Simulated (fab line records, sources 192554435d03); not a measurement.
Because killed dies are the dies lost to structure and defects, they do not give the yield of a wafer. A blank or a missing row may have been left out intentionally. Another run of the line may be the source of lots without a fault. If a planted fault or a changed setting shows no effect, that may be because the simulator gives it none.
Chamber matching | flow n5-finfet | N5_MOL_CONTACT_COAG_STRIP_72 on rie-diel-03: 4 sister chambers
The step strips in N2/H2. 4 wafers are shown with their chamber, then 9 later ones without.

## WAFERS, EACH WITH ITS CHAMBER
wafer  | chamber | drypump-motor-current-A (A)
L079.3 | 2       | 5.3
L079.6 | 3       | 6.3
L088.2 | 1       | 5.5
L088.6 | 0       | 6.1

## WAFERS WHOSE CHAMBER IS MISSING
wafer  | drypump-motor-current-A (A)
L092.1 | 6.1
L092.4 | 6.3
L092.5 | 6.3
L091.1 | 5.4
L091.3 | 6.3
L091.4 | 5.5
L095.1 | 6.3
L095.3 | 5.4
L095.4 | 6.1

## WHICH CHAMBER EACH ONE RAN IN
wafer  | from the rows above     | in truth
L092.1 | 0                       | 0
L092.4 | 3                       | 3
L092.5 | 3                       | 3
L091.1 | can't be placed: 1 or 2 | 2
L091.3 | 3                       | 3
L091.4 | 1                       | 1
L095.1 | 3                       | 3
L095.3 | can't be placed: 1 or 2 | 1
L095.4 | 0                       | 0
7 of 9 placed correctly. Unplaceable from these rows: 2, with the true chamber sitting among the candidates in 2. Wrongly placed: 0.
How it was worked out, from the rows above alone: a wafer's distance from a chamber is the root of the sum, over the readings, of the square of ((its reading less the chamber's mean) divided by the reading's scatter). If the next closest chamber is less than 2 further off than the closest, the wafer can't be placed; otherwise it belongs to the closest. Each chamber's mean is taken over the wafers shown for it. The scatter: root of mean squared gap, hidden wafer to nearest shown wafer, with one shown wafer a chamber.
